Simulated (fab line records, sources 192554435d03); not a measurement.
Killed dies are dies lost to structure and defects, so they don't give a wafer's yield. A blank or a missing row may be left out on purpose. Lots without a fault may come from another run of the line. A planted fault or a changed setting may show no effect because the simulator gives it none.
fab line records | flow n5_finfet
record lots=22 wafers=66 last_day=18
route steps=1938 shown BEOL_M3@949
lots that met no fault: from a run of the same line without faults
start_h: hours from the record's first day to the start of the lot's first wafer shown | wait_h: hours since the lot's step before | " the same as in the row above | L1.1+2: a row that stands for several wafers | - no value, or no start given | * or withheld: withheld | < > ~ a bound
route shown NAME@n: a module of which the file shows steps, and the number in the route of the first | usual: mean/standard deviation of fault-free wafers | same: alike in all rows | chamber/n: place in a boat | sites: the reading at each site | _std_site: their standard deviation | _edge_site: outer sites' mean less inner sites' | radius_mm: how far each site lies from the wafer's centre | mask NAME#n: copy n | behind: the tool/chamber that last shaped the wafer | hold: why the lot was held/for how many hours/how that ended | device: the transistor (n, p or np) that didn't switch | end of line: the same wafers' tests at the end of the route | a step without rows: its recipe alone | killed: dies lost to structure and defects at the first sort, not the wafer's yield | map: a wafer's dies, x killed, . not, _ none there
set.NAME: the setting as run; set.NAME@STEP: as run at that earlier step | model.NAME: the simulator's own value behind a step, which no gauge read
steps of the route over a sample of lots; a table a step, a row a wafer
services: from which hour (start_h, from the record's first day; less than 0 if before it) a tool's chamber was out of use, for how many hours, and why
## steps
# step N5_BEOL_M3_ETCH_63
# recipe chemistry=CF4 target=SiARC target_depth_a=156 mask_material=CAR-EUV time_s=26 ion_energy_ev=80 pressure_mtorr=40 source_w=545 bias_w=36 Ar_flow_sccm=100 cf4_flow_sccm=100 ends=cleared
# usual drypump_motor_current_A=5.9/0.45 etch_rf_on_time_s=26.8/0.68 mfc_ar_sccm=100.0/0.3 oes_product_au=0.65/0.073 rf_vpp_V=183.9/1.3 showerhead_plenum_p_Torr=2.12/0.069 throttle_valve_pct=15.58/0.28
# columns lot.wafer tool chamber start_h wait_h drypump_motor_current_A etch_rf_on_time_s mfc_ar_sccm oes_product_au rf_hours_counter_h rf_vpp_V showerhead_plenum_p_Torr throttle_valve_pct
L074.2 rie_diel-01 1 146.83 0.0 5.5 26.3 99.6 0.63 173 186.3 2.22 15.76
L074.3 " 2 " " 5.4 26.1 100.3 0.62 199 184.2 2.05 15.62
L074.5 " 3 " " 6.0 27.9 99.8 0.56 - 183.2 2.03 15.62
L075.3 rie_diel-06 3 151.64 0.0 5.7 27.8 99.5 0.77 20 184.0 2.11 15.42
L075.5 " 3 " " 5.8 27.7 100.1 0.76 - 182.4 2.11 15.43
L075.6 " 2 " " 6.1 27.2 99.9 0.61 - 182.9 2.04 15.99
L076.1 rie_diel-01 1 156.56 0.0 5.5 26.2 99.9 0.63 178 185.4 2.21 15.77
L076.2 " 2 " " 5.4 26.0 100.2 0.62 203 181.4 2.05 15.64
L076.5 " 1 " " 5.5 26.2 99.9 0.63 - 185.8 2.21 15.78
L077.3 rie_diel-06 1 160.19 0.0 6.5 26.7 100.1 0.77 32 182.9 2.10 15.29
L077.4 " 2 " " 6.1 27.2 100.2 0.60 - 184.6 2.04 16.02
L077.6 " 3 " " 5.7 27.2 100.4 0.75 - 182.9 2.11 15.41
L078.1 rie_diel-06 1 160.67 0.0 6.4 26.3 99.9 0.77 32 183.4 2.10 15.28
L078.3 " 2 " " 6.1 26.9 99.5 0.60 181 181.4 2.04 16.00
L078.5 " 3 " " 5.7 27.0 100.3 0.76 - 183.8 2.11 15.41
L079.4 rie_diel-01 1 177.28 0.0 5.5 26.1 100.3 0.63 185 186.1 2.21 15.80
L079.5 " 2 " " 5.4 26.0 99.6 0.62 - 183.3 2.05 15.65
L079.6 " 3 " " 6.0 28.0 100.0 0.56 - 184.2 2.03 15.66
L080.2 rie_diel-02 3 181.60 0.0 6.2 26.0 100.1 0.60 214 181.8 2.04 15.87
L080.3 " 0 " " 5.8 28.0 100.2 0.58 187 185.1 2.19 15.55
L080.4 " 0 " " 5.8 28.1 99.8 0.58 - 185.8 2.19 15.55
L081.1 rie_diel-06 1 185.51 0.0 6.5 27.0 99.9 0.75 40 183.3 2.10 15.31
L081.2 " 2 " " 6.1 27.0 100.4 0.60 189 183.2 2.04 16.02
L081.6 " 1 " " 6.4 26.7 99.8 0.76 - 183.4 2.10 15.30
L082.1 rie_diel-06 3 191.06 0.0 5.7 27.0 100.1 0.74 35 183.3 2.10 15.44
L082.4 " 1 " " 6.5 26.5 99.8 0.75 41 184.0 2.10 15.29
L082.6 " 0 " " 6.8 27.0 99.8 0.60 - 184.6 2.19 15.63
L083.4 rie_diel-06 3 191.46 0.0 5.8 27.4 99.4 0.75 35 183.9 2.10 15.43
L083.5 " 3 " " 5.8 27.4 99.7 0.74 - 184.2 2.10 15.45
L083.6 " 0 " " 6.7 27.5 99.9 0.59 - 185.8 2.19 15.65
L086.2 rie_diel-06 2 217.09 0.0 6.1 27.2 99.8 0.59 200 182.3 2.04 16.04
L086.3 " 1 " " 6.5 26.8 99.7 0.74 47 185.5 2.10 15.33
L086.6 " 1 " " 6.5 26.9 100.2 0.75 - 183.1 2.10 15.31
L087.2 rie_diel-01 0 220.83 0.0 5.7 26.6 100.0 0.73 42 184.7 2.17 15.06
L087.4 " 1 " " 5.5 26.2 100.2 0.61 - 185.4 2.21 15.81
L087.5 " 0 " " 5.6 26.5 100.0 0.74 - 183.7 2.17 15.06
L088.1 rie_diel-06 2 232.46 0.0 6.1 26.8 100.2 0.59 203 183.1 2.03 16.06
L088.2 " 1 " " 6.5 26.4 100.3 0.74 51 182.3 2.09 15.32
L088.4 " 0 " " 6.8 27.3 99.6 0.58 208 185.6 2.19 15.66
L089.2 rie_diel-06 0 233.39 0.0 6.8 27.3 99.8 0.59 208 185.6 2.19 15.65
L089.4 " 2 " " 6.1 27.1 100.5 0.59 204 183.4 2.03 16.07
L089.5 " 0 " " 6.8 27.5 100.7 0.59 - 185.0 2.19 15.64
L090.1 rie_diel-01 1 235.02 0.0 5.5 25.9 100.4 0.62 205 185.6 2.20 15.82
L090.4 " 0 " " 5.6 25.9 99.8 0.74 47 183.3 2.17 15.06
L090.5 " 0 " " 5.7 26.1 100.2 0.73 - 184.3 2.17 15.06
L091.2 rie_diel-02 3 255.92 0.0 6.2 25.8 100.4 0.60 239 182.6 2.04 15.90
L091.3 " 1 " " 5.7 26.7 100.4 0.72 51 186.9 2.25 15.17
L091.5 " 3 " " 6.2 25.7 100.3 0.59 - 181.9 2.04 15.89
L093.1 rie_diel-06 3 258.20 0.0 5.7 27.9 99.8 0.71 57 184.1 2.10 15.49
L093.2 " 0 " " 6.7 27.7 99.7 0.58 216 185.2 2.18 15.67
L093.3 " 1 " " 6.5 26.9 100.1 0.73 59 183.6 2.09 15.34
L092.2 rie_diel-02 2 261.90 0.0 5.1 27.0 99.7 0.65 103 183.9 2.15 15.64
L092.4 " 0 " " 5.8 27.6 99.8 0.57 213 184.1 2.18 15.60
L092.6 " 0 " " 5.8 27.8 99.4 0.57 - 184.7 2.18 15.60
L094.2 rie_diel-02 2 262.33 0.0 5.1 27.3 100.2 0.66 103 184.9 2.15 15.64
L094.4 " 3 " " 6.2 26.0 99.9 0.59 241 182.2 2.03 15.91
L094.5 " 0 " " 5.8 27.9 100.2 0.57 - 186.4 2.18 15.62
L095.2 rie_diel-02 1 264.13 0.0 5.7 26.8 99.9 0.72 55 185.4 2.25 15.17
L095.3 " 2 " " 5.1 27.2 100.0 0.65 104 185.9 2.15 15.65
L095.4 " 0 " " 5.8 27.6 99.8 0.57 213 183.6 2.18 15.60
L096.2 rie_diel-01 1 272.83 0.0 5.5 26.4 100.0 0.60 219 183.4 2.20 15.87
L096.3 " 0 " " 5.6 25.8 100.4 0.73 61 184.6 2.16 15.11
L096.6 " 2 " " 5.4 26.2 99.3 0.60 - 182.0 2.04 15.71
L097.2 rie_diel-02 0 295.52 0.0 5.8 28.3 100.8 0.55 222 185.5 2.18 15.63
L097.4 " 0 " " 5.8 28.4 100.1 0.56 - 184.5 2.18 15.63
L097.6 " 2 " " 5.1 27.7 100.1 0.64 - 184.6 2.15 15.67
# step N5_BEOL_M3_STRIP_36
# recipe chemistry=N2/H2 power_w=450 temp_c=40 pressure_mtorr=20 rf_frequency_hz=6e+07 overash_fraction=0.3 bias_power_w=7 h2_frac=0.5 n2_flow_sccm=200 h2_flow_sccm=200
# usual drypump_motor_current_A=5.8/0.44 n2_flow_sccm=200.1/0.64 oes_product_au=0.76/0.079 rf_vpp_V=58.9/1.5 showerhead_plenum_p_Torr=2.53/0.1 throttle_valve_pct=23.6/0.33
# columns lot.wafer tool chamber start_h wait_h drypump_motor_current_A n2_flow_sccm oes_product_au rf_hours_counter_h rf_vpp_V showerhead_plenum_p_Torr throttle_valve_pct
L074.2 rie_diel-01 2 155.32 0.0 5.4 200.4 0.73 203 57.8 2.40 23.7
L074.3 " 0 " " 5.6 199.9 0.89 20 60.9 2.60 22.8
L074.5 " 2 " " 5.4 199.6 0.73 - 61.0 2.40 23.7
L075.3 rie_diel-06 1 157.72 0.0 6.5 199.4 0.91 31 55.9 2.49 23.6
L075.5 " 1 " " 6.5 199.5 0.91 - 59.9 2.49 23.6
L075.6 " 3 " " 5.7 200.6 0.93 - 58.1 2.48 23.6
L076.1 rie_diel-01 2 159.28 0.0 5.4 200.1 0.74 205 58.4 2.40 23.7
L076.2 " 0 " " 5.6 200.1 0.90 22 58.1 2.59 22.9
L076.5 " 3 " " 6.0 199.5 0.68 - 57.9 2.41 23.5
L077.3 rie_diel-01 3 165.69 0.0 6.0 200.6 0.66 228 59.7 2.41 23.5
L077.4 " 2 " " 5.5 199.8 0.74 207 57.5 2.40 23.7
L077.6 " 0 " " 5.6 200.3 0.89 - 59.9 2.59 22.9
L078.1 rie_diel-02 1 169.10 0.0 5.8 200.8 0.87 24 57.7 2.71 23.2
L078.3 " 3 " " 6.2 200.5 0.71 209 58.8 2.42 23.9
L078.5 " 0 " " 5.8 201.3 0.73 - 57.8 2.63 23.6
L079.4 rie_diel-01 2 179.25 0.0 5.5 199.1 0.73 211 58.9 2.40 23.7
L079.5 " 2 " " 5.5 199.3 0.73 - 58.9 2.40 23.7
L079.6 " 1 " " 5.5 198.8 0.73 - 59.1 2.63 23.9
L081.1 rie_diel-02 3 189.75 0.0 6.2 200.5 0.71 216 60.5 2.42 23.9
L081.2 " 0 " " 5.8 200.5 0.71 189 58.5 2.63 23.7
L081.6 " 2 " " 5.1 200.1 0.80 - 59.1 2.54 23.5
L080.2 rie_diel-01 3 194.68 0.0 6.0 200.2 0.65 235 61.4 2.41 23.6
L080.3 " 2 " " 5.4 198.9 0.74 215 55.9 2.40 23.7
L080.4 " 1 " " 5.5 199.9 0.73 190 59.4 2.63 23.9
L082.1 rie_diel-02 2 198.42 0.0 5.1 199.6 0.81 88 60.2 2.54 23.5
L082.4 " 0 " " 5.8 199.8 0.71 191 60.2 2.63 23.7
L082.6 " 2 " " 5.0 199.9 0.80 - 58.6 2.54 23.5
L083.4 rie_diel-01 2 198.42 0.0 5.4 199.3 0.73 216 61.0 2.40 23.7
L083.5 " 2 " " 5.5 200.1 0.72 - 60.2 2.40 23.7
L083.6 " 1 " " 5.5 200.0 0.73 - 59.4 2.63 23.9
L086.2 rie_diel-06 3 220.35 0.0 5.8 199.5 0.87 45 61.7 2.47 23.6
L086.3 " 0 " " 6.8 200.6 0.69 204 58.1 2.62 23.7
L086.6 " 2 " " 6.1 200.1 0.71 - 57.5 2.43 24.4
L087.2 rie_diel-06 1 224.87 0.0 6.5 199.9 0.86 49 59.1 2.49 23.6
L087.4 " 3 " " 5.7 200.7 0.89 46 59.5 2.47 23.7
L087.5 " 3 " " 5.7 199.9 0.87 - 58.1 2.47 23.7
L088.1 rie_diel-01 1 237.16 0.0 5.5 200.0 0.71 206 57.7 2.62 23.9
L088.2 " 2 " " 5.4 200.9 0.72 231 62.9 2.39 23.7
L088.4 " 3 " " 6.0 200.2 0.65 240 60.8 2.41 23.6
L089.2 rie_diel-01 1 240.14 0.0 5.5 200.4 0.70 207 60.0 2.62 24.0
L089.4 " 3 " " 6.1 199.1 0.65 240 56.0 2.41 23.5
L089.5 " 1 " " 5.5 201.1 0.72 - 57.2 2.62 23.9
L090.1 rie_diel-06 2 240.98 0.0 6.1 199.6 0.70 205 58.6 2.43 24.4
L090.4 " 0 " " 6.8 200.1 0.69 210 62.5 2.62 23.7
L090.5 " 3 " " 5.8 198.8 0.87 - 57.1 2.47 23.6
L091.2 rie_diel-02 2 257.54 0.0 5.1 199.9 0.80 101 60.3 2.53 23.5
L091.3 " 1 " " 5.7 200.5 0.85 52 60.3 2.70 23.2
L091.5 " 1 " " 5.7 200.3 0.85 - 59.2 2.70 23.2
L093.1 rie_diel-02 0 260.49 0.0 5.8 199.6 0.70 212 59.1 2.62 23.7
L093.2 " 3 " " 6.2 200.5 0.69 241 58.1 2.41 23.9
L093.3 " 2 " " 5.0 200.3 0.79 102 59.1 2.53 23.5
L092.2 rie_diel-01 0 268.80 0.0 5.7 199.3 0.83 59 59.0 2.58 22.9
L092.4 " 2 " " 5.4 200.3 0.72 241 57.8 2.39 23.7
L092.6 " 3 " " 6.1 199.8 0.65 - 58.3 2.40 23.5
L094.2 rie_diel-06 3 268.80 0.0 5.7 199.9 0.86 59 57.7 2.46 23.7
L094.4 " 1 " " 6.6 201.2 0.86 62 57.6 2.48 23.7
L094.5 " 3 " " 5.7 199.8 0.86 - 58.9 2.46 23.6
L095.2 rie_diel-02 3 268.94 0.0 6.2 200.3 0.68 243 59.5 2.41 23.9
L095.3 " 2 " " 5.1 200.0 0.79 105 58.5 2.53 23.5
L095.4 " 1 " " 5.7 199.7 0.83 56 58.8 2.69 23.2
L096.2 rie_diel-06 2 275.76 0.0 6.1 200.3 0.69 216 58.1 2.43 24.4
L096.3 " 3 " " 5.8 201.0 0.86 62 59.6 2.46 23.7
L096.6 " 1 " " 6.5 199.9 0.87 - 59.9 2.48 23.6
L097.2 rie_diel-02 0 298.12 0.0 5.8 199.9 0.68 223 61.2 2.62 23.7
L097.4 " 2 " " 5.1 200.3 0.76 - 60.4 2.53 23.6
L097.6 " 1 " " 5.8 199.4 0.82 - 58.6 2.69 23.2
# step N5_BEOL_M3_ETCH_41
# recipe chemistry=CH3F/O2 target=SiCN target_depth_a=299 taper_deg=2 time_s=52.5 ion_energy_ev=120 mask_material=TiN pressure_mtorr=30 source_w=395 bias_w=75 Ar_flow_sccm=150 CH3F_flow_sccm=30 O2_flow_sccm=20
# usual drypump_motor_current_A=5.8/0.43 mfc_ar_sccm=150.0/0.44 oes_product_au=0.76/0.081 rf_vpp_V=297.3/1.8 showerhead_plenum_p_Torr=1.99/0.08 throttle_valve_pct=16.29/0.25
# columns lot.wafer tool chamber start_h wait_h drypump_motor_current_A mfc_ar_sccm oes_product_au rf_hours_counter_h rf_vpp_V showerhead_plenum_p_Torr throttle_valve_pct
L074.2 rie_diel-01 2 - - 5.4 149.0 0.73 203 295.0 1.90 16.29
L074.3 " 0 " " 5.7 150.1 0.91 20 297.5 2.05 15.79
L074.5 " 2 " " 5.4 149.4 0.72 - 295.9 1.90 16.27
L075.3 rie_diel-06 1 - - 6.5 150.7 0.90 31 295.7 1.97 16.05
L075.5 " 1 " " 6.5 150.0 0.90 - 297.8 1.97 16.05
L075.6 " 3 " " 5.8 149.5 0.89 - 296.5 1.97 16.18
L076.1 rie_diel-01 2 - - 5.5 149.6 0.73 205 296.1 1.90 16.28
L076.2 " 0 " " 5.6 149.7 0.91 22 298.6 2.05 15.81
L076.5 " 3 " " 6.0 150.2 0.66 - 295.6 1.88 16.27
L077.3 rie_diel-01 3 - - 6.0 148.9 0.66 228 296.4 1.88 16.24
L077.4 " 2 " " 5.5 150.0 0.73 207 295.8 1.90 16.30
L077.6 " 0 " " 5.6 150.7 0.91 - 297.5 2.05 15.81
L078.1 rie_diel-02 1 - - 5.7 149.6 0.90 24 300.2 2.13 15.88
L078.3 " 3 " " 6.2 150.4 0.70 210 296.0 1.91 16.62
L078.5 " 0 " " 5.8 150.0 0.69 - 297.5 2.05 16.21
L079.4 rie_diel-01 2 - - 5.4 150.1 0.72 211 295.6 1.90 16.29
L079.5 " 2 " " 5.4 149.4 0.73 - 294.8 1.90 16.30
L079.6 " 1 " " 5.5 150.1 0.73 - 298.6 2.07 16.47
L081.1 rie_diel-02 3 - - 6.2 149.7 0.71 216 295.7 1.91 16.61
L081.2 " 0 " " 5.8 149.8 0.68 189 298.3 2.05 16.21
L081.6 " 2 " " 5.0 149.1 0.78 - 297.4 2.03 16.38
L080.2 rie_diel-01 3 - - 6.0 150.1 0.66 235 295.1 1.88 16.26
L080.3 " 2 " " 5.4 150.1 0.73 215 295.3 1.90 16.31
L080.4 " 1 " " 5.5 150.3 0.73 190 298.0 2.06 16.47
L082.1 rie_diel-02 2 - - 5.1 149.9 0.77 88 297.5 2.02 16.36
L082.4 " 0 " " 5.8 149.6 0.69 191 298.2 2.05 16.23
L082.6 " 2 " " 5.1 149.5 0.77 - 298.4 2.03 16.39
L083.4 rie_diel-01 2 - - 5.4 150.0 0.71 216 295.8 1.90 16.32
L083.5 " 2 " " 5.4 149.1 0.72 - 296.5 1.90 16.31
L083.6 " 1 " " 5.5 150.5 0.72 - 297.9 2.06 16.49
L086.2 rie_diel-06 3 - - 5.7 149.7 0.86 45 297.3 1.96 16.21
L086.3 " 0 " " 6.7 150.7 0.68 204 298.6 2.05 16.38
L086.6 " 2 " " 6.1 149.3 0.70 - 295.1 1.90 16.75
L087.2 rie_diel-06 1 - - 6.4 150.6 0.86 49 296.4 1.96 16.07
L087.4 " 3 " " 5.8 150.2 0.86 46 297.3 1.96 16.21
L087.5 " 3 " " 5.8 150.3 0.86 - 296.6 1.96 16.20
L088.1 rie_diel-01 1 - - 5.5 150.4 0.71 206 298.2 2.06 16.51
L088.2 " 2 " " 5.4 150.3 0.71 231 294.7 1.89 16.34
L088.4 " 3 " " 6.1 149.8 0.66 240 298.0 1.87 16.27
L089.2 rie_diel-01 1 - - 5.5 150.6 0.71 207 298.8 2.06 16.53
L089.4 " 3 " " 6.0 150.4 0.65 241 294.3 1.87 16.29
L089.5 " 1 " " 5.5 150.9 0.71 - 297.8 2.06 16.51
L090.1 rie_diel-06 2 - - 6.1 150.1 0.69 205 295.1 1.90 16.75
L090.4 " 0 " " 6.7 150.0 0.68 210 299.0 2.05 16.40
L090.5 " 3 " " 5.7 149.4 0.85 - 294.1 1.96 16.23
L091.2 rie_diel-02 2 - - 5.1 150.3 0.77 101 298.3 2.02 16.39
L091.3 " 1 " " 5.7 149.9 0.85 52 299.4 2.12 15.93
L091.5 " 1 " " 5.7 149.9 0.85 - 299.9 2.12 15.92
L093.1 rie_diel-02 0 - - 5.8 150.3 0.67 212 298.6 2.04 16.27
L093.2 " 3 " " 6.2 150.0 0.69 241 294.6 1.90 16.68
L093.3 " 2 " " 5.1 150.5 0.76 102 297.8 2.02 16.39
L092.2 rie_diel-01 0 - - 5.6 149.7 0.85 59 297.9 2.04 15.87
L092.4 " 2 " " 5.4 150.3 0.70 241 294.8 1.89 16.36
L092.6 " 3 " " 6.0 150.3 0.65 - 296.6 1.87 16.29
L094.2 rie_diel-06 3 - - 5.8 150.3 0.84 59 297.4 1.96 16.24
L094.4 " 1 " " 6.5 150.3 0.85 62 296.7 1.96 16.10
L094.5 " 3 " " 5.7 149.5 0.84 - 296.6 1.96 16.26
L095.2 rie_diel-02 3 - - 6.2 149.4 0.68 243 295.4 1.90 16.68
L095.3 " 2 " " 5.1 150.2 0.76 105 297.8 2.02 16.40
L095.4 " 1 " " 5.8 149.6 0.83 56 299.9 2.12 15.91
L096.2 rie_diel-06 2 - - 6.1 150.4 0.69 216 294.2 1.89 16.78
L096.3 " 3 " " 5.8 150.5 0.84 62 296.1 1.96 16.24
L096.6 " 1 " " 6.4 150.3 0.84 - 296.4 1.95 16.11
L097.2 rie_diel-02 0 - - 5.8 150.1 0.66 223 298.1 2.03 16.30
L097.4 " 2 " " 5.1 150.5 0.76 - 296.4 2.02 16.42
L097.6 " 1 " " 5.8 150.1 0.84 - 301.0 2.12 15.94
# step N5_BEOL_M3_CD_MEAS_35
# recipe target_cd_nm=18 target_cd_y_nm=21 polarity=opening
# usual cd_nm=17.7/0.43
# columns lot.wafer tool chamber start_h wait_h cd_nm
L074.2 cd_sem-01 - 155.67 0.0 17.5
L074.3 " - " " 17.7
L074.5 " - " " 17.9
L075.3 cd_sem-01 - 158.07 0.0 18.0
L075.5 " - " " 18.9
L075.6 " - " " 18.1
L076.1 cd_sem-01 - 159.63 0.0 17.2
L076.2 " - " " 17.2
L076.5 " - " " 17.3
L077.3 cd_sem-02 - 166.04 0.0 17.2
L077.4 " - " " 17.3
L077.6 " - " " 18.4
L078.1 cd_sem-02 - 169.45 0.0 17.6
L078.3 " - " " 17.7
L078.5 " - " " 17.9
L079.4 cd_sem-02 - 179.60 0.0 17.8
L079.5 " - " " 17.2
L079.6 " - " " 17.3
L081.1 cd_sem-02 - 190.10 0.0 17.9
L081.2 " - " " 17.5
L081.6 " - " " 17.7
L080.2 cd_sem-01 - 195.03 0.0 16.9
L080.3 " - " " 17.7
L080.4 " - " " 17.5
L083.4 cd_sem-01 - 198.77 0.0 18.3
L083.5 " - " " 18.0
L083.6 " - " " 17.9
L082.1 cd_sem-02 - 198.78 0.0 18.2
L082.4 " - " " 18.0
L082.6 " - " " 17.2
L086.2 cd_sem-03 - 220.70 0.0 18.0
L086.3 " - " " 18.1
L086.6 " - " " 17.9
L087.2 cd_sem-01 - 225.22 0.0 17.9
L087.4 " - " " 18.0
L087.5 " - " " 18.0
L088.1 cd_sem-01 - 237.51 0.0 18.0
L088.2 " - " " 18.1
L088.4 " - " " 18.4
L089.2 cd_sem-03 - 240.49 0.0 18.0
L089.4 " - " " 18.0
L089.5 " - " " 17.6
L090.1 cd_sem-03 - 241.32 0.0 17.8
L090.4 " - " " 17.9
L090.5 " - " " 17.4
L091.2 cd_sem-02 - 257.88 0.0 17.5
L091.3 " - " " 17.9
L091.5 " - " " 17.1
L093.1 cd_sem-02 - 260.84 0.0 17.6
L093.2 " - " " 17.3
L093.3 " - " " 17.2
L092.2 cd_sem-01 - 269.15 0.0 17.9
L092.4 " - " " 17.3
L092.6 " - " " 17.0
L094.2 cd_sem-03 - 269.15 0.0 18.0
L094.4 " - " " 17.0
L094.5 " - " " 17.3
L095.2 cd_sem-02 - 269.29 0.0 17.6
L095.3 " - " " 18.3
L095.4 " - " " 17.3
L096.2 cd_sem-02 - 276.12 0.0 18.3
L096.3 " - " " 18.5
L096.6 " - " " 17.5
L097.2 cd_sem-01 - 298.47 0.0 17.5
L097.4 " - " " 17.8
L097.6 " - " " 17.4
# step N5_BEOL_M3_ALD_84
# recipe material=TaN target_thk_a=* temp_c=275 ald_precursor_family=PDMAT ald_co_reactant=NH3 pressure_torr=3 carrier_flow_sccm=1500 pulse_time_s=2 purge_time_s=3 co_reactant_purge_time_s=2 co_reactant_pulse_time_s=3 ald_cycles=30 precursor_vessel_temp_c=75 precursor_vessel_pressure_torr=26.25 precursor_vessel_carrier_sccm=1000
# usual heater_power_outer_w=232/29 heater_power_w=433/47
# same co_reactant_pulse_time_s=3
# columns lot.wafer tool chamber start_h wait_h heater_power_outer_w heater_power_w
L074.2 ald_metal-03 1 155.92 0.1 219 402
L074.3 " 3 " " 201 379
L074.5 " 1 " " 221 404
L075.3 ald_metal-02 0 158.46 0.2 240 449
L075.5 " 3 " " 226 438
L075.6 " 0 " " 243 449
L076.1 ald_metal-04 0 160.20 0.1 185 396
L076.2 " 3 " " 208 392
L076.5 " 3 " " 215 398
L077.3 ald_metal-02 0 167.01 0.1 241 440
L077.4 " 2 " " 258 480
L077.6 " 2 " " 249 469
L078.1 ald_metal-02 1 169.75 0.0 212 387
L078.3 " 0 " " 242 449
L078.5 " 0 " " 249 440
L079.4 ald_metal-03 0 180.30 0.1 238 477
L079.5 " 1 " " 218 396
L079.6 " 0 " " 238 492
L081.1 ald_metal-03 1 190.39 0.0 225 403
L081.2 " 2 " " 202 371
L081.6 " 1 " " 222 413
L080.2 ald_metal-04 2 195.67 0.1 237 419
L080.3 " 1 " " 301 532
L080.4 " 3 " " 210 380
L083.4 ald_metal-03 1 199.48 0.0 213 404
L083.5 " 2 " " 210 383
L083.6 " 1 " " 225 412
L082.1 ald_metal-02 0 199.49 0.0 250 446
L082.4 " 3 " " 234 444
L082.6 " 0 " " 243 445
L086.2 ald_metal-02 0 221.42 0.0 254 441
L086.3 " 3 " " 234 427
L086.6 " 2 " " 260 480
L087.2 ald_metal-04 2 225.85 0.1 236 400
L087.4 " 0 " " 192 406
L087.5 " 1 " " 304 533
L088.1 ald_metal-02 0 238.21 0.1 247 453
L088.2 " 1 " " 223 388
L088.4 " 3 " " 230 459
L089.2 ald_metal-03 1 241.25 0.0 218 399
L089.4 " 2 " " 201 383
L089.5 " 2 " " 204 378
L090.1 ald_metal-04 2 241.82 0.2 239 412
L090.4 " 1 " " 302 521
L090.5 " 0 " " 198 410
L091.2 ald_metal-02 0 258.76 0.3 239 451
L091.3 " 2 " " 261 483
L091.5 " 1 " " 206 398
L093.1 ald_metal-02 2 261.50 0.0 257 480
L093.2 " 0 " " 248 452
L093.3 " 1 " " 214 397
L092.2 ald_metal-04 2 269.45 0.1 233 400
L092.4 " 1 " " 299 544
L092.6 " 1 " " 303 531
L094.2 ald_metal-02 0 269.51 0.0 237 451
L094.4 " 2 " " 262 481
L094.5 " 2 " " 262 485
L095.2 ald_metal-03 1 269.99 0.0 220 409
L095.3 " 0 " " 247 482
L095.4 " 1 " " 219 401
L096.2 ald_metal-03 0 276.76 0.1 240 476
L096.3 " 1 " " 224 411
L096.6 " 3 " " 204 384
L097.2 ald_metal-04 2 298.87 0.0 236 408
L097.4 " 3 " " 213 384
L097.6 " 2 " " 241 416
# step N5_BEOL_M3_SPUTTER_79
# recipe material=Cu target_thk_a=45 temp_c=-20 chamber_pressure_pa=0.07 power_w=withheld time_s=8.29
# usual chuck_gas_flow_sccm=1.25/0.05 throttle_valve_pct=30.4/1.4
# columns lot.wafer tool chamber start_h wait_h chuck_gas_flow_sccm throttle_valve_pct
L074.2 pvd_sputter-03 - 157.19 0.1 1.28 32.8
L074.3 " - " " 1.24 31.9
L074.5 " - " " 1.24 31.9
L075.3 pvd_sputter-03 - 159.31 0.1 1.25 31.9
L075.5 " - " " 1.28 29.7
L075.6 " - " " 1.28 31.7
L076.1 pvd_sputter-01 - 161.02 0.1 1.22 29.0
L076.2 " - " " 1.31 29.3
L076.5 " - " " 1.25 28.8
L077.3 pvd_sputter-03 - 167.87 0.1 1.17 29.8
L077.4 " - " " 1.26 31.8
L077.6 " - " " 1.35 33.0
L078.1 pvd_sputter-03 - 170.91 0.1 1.27 32.0
L078.3 " - " " 1.23 32.8
L078.5 " - " " 1.21 30.1
L079.4 pvd_sputter-01 - 181.04 0.1 1.35 30.9
L079.5 " - " " 1.20 29.1
L079.6 " - " " 1.32 28.7
L081.1 pvd_sputter-03 - 191.17 0.1 1.29 33.2
L081.2 " - " " 1.25 29.5
L081.6 " - " " 1.21 29.5
L080.2 pvd_sputter-01 - 196.52 0.1 1.32 28.8
L080.3 " - " " 1.24 29.0
L080.4 " - " " 1.25 29.2
L083.4 pvd_sputter-02 - 200.31 0.1 1.23 28.7
L083.5 " - " " 1.19 28.7
L083.6 " - " " 1.20 30.4
L082.1 pvd_sputter-03 - 200.37 0.1 1.31 29.3
L082.4 " - " " 1.18 31.8
L082.6 " - " " 1.25 33.2
L086.2 pvd_sputter-02 - 222.92 0.1 1.31 30.4
L086.3 " - " " 1.26 30.9
L086.6 " - " " 1.34 30.3
L087.2 pvd_sputter-03 - 226.66 0.1 1.14 29.5
L087.4 " - " " 1.26 29.7
L087.5 " - " " 1.24 29.7
L088.1 pvd_sputter-01 - 239.07 0.1 1.32 28.7
L088.2 " - " " 1.30 29.2
L088.4 " - " " 1.23 31.0
L089.2 pvd_sputter-03 - 242.09 0.1 1.27 29.7
L089.4 " - " " 1.30 32.8
L089.5 " - " " 1.26 29.3
L090.1 pvd_sputter-02 - 242.93 0.1 1.29 30.3
L090.4 " - " " 1.33 31.6
L090.5 " - " " 1.27 30.4
L091.2 pvd_sputter-03 - 259.77 0.1 1.20 29.7
L091.3 " - " " 1.37 29.3
L091.5 " - " " 1.40 33.1
L093.1 pvd_sputter-03 - 262.41 0.1 1.30 29.8
L093.2 " - " " 1.20 32.0
L093.3 " - " " 1.22 29.6
L092.2 pvd_sputter-02 - 270.53 0.1 1.26 31.3
L092.4 " - " " 1.25 28.4
L092.6 " - " " 1.18 31.4
L094.2 pvd_sputter-01 - 270.75 0.1 1.20 29.2
L094.4 " - " " 1.25 29.0
L094.5 " - " " 1.32 30.9
L095.2 pvd_sputter-03 - 271.11 0.1 1.26 29.8
L095.3 " - " " 1.28 31.8
L095.4 " - " " 1.22 33.1
L096.2 pvd_sputter-01 - 277.59 0.1 1.30 29.0
L096.3 " - " " 1.26 29.1
L096.6 " - " " 1.15 31.1
L097.2 pvd_sputter-02 - 299.82 0.1 1.24 30.3
L097.4 " - " " 1.20 31.3
L097.6 " - " " 1.17 30.4
## services
# columns tool chamber start_h hours kind
pvd_sputter-01 - 131.81 1.2 repair
rie_diel-02 3 134.23 1.3 repair
ald_metal-04 2 142.86 31.6 repair
rie_diel-02 - 147.33 14.6 pm
rie_diel-02 1 176.33 5.3 repair
rie_diel-01 3 198.80 7.3 repair
ald_metal-04 0 202.20 1.8 repair
rie_diel-01 3 211.77 18.5 repair
ald_metal-02 - 247.65 2.8 pm
ald_metal-03 2 266.20 10.7 repair
rie_diel-01 3 268.96 - clean
rie_diel-01 3 268.96 - consumable_replace:focus_ring
rie_diel-01 3 268.96 - consumable_replace:showerhead
rie_diel-01 3 268.96 16.1 scheduled_down
rie_diel-01 3 268.96 16.1 vent_cycle
ald_metal-03 1 282.69 7.2 repair
rie_diel-02 3 289.51 - clean
rie_diel-02 3 289.51 - consumable_replace:focus_ring
rie_diel-02 3 289.51 - consumable_replace:showerhead
rie_diel-01 2 294.63 - clean
rie_diel-01 2 294.63 - consumable_replace:focus_ring
rie_diel-01 2 294.63 - consumable_replace:showerhead
rie_diel-01 2 294.63 22.6 scheduled_down
rie_diel-01 2 294.63 22.6 vent_cycle
## key
fault none
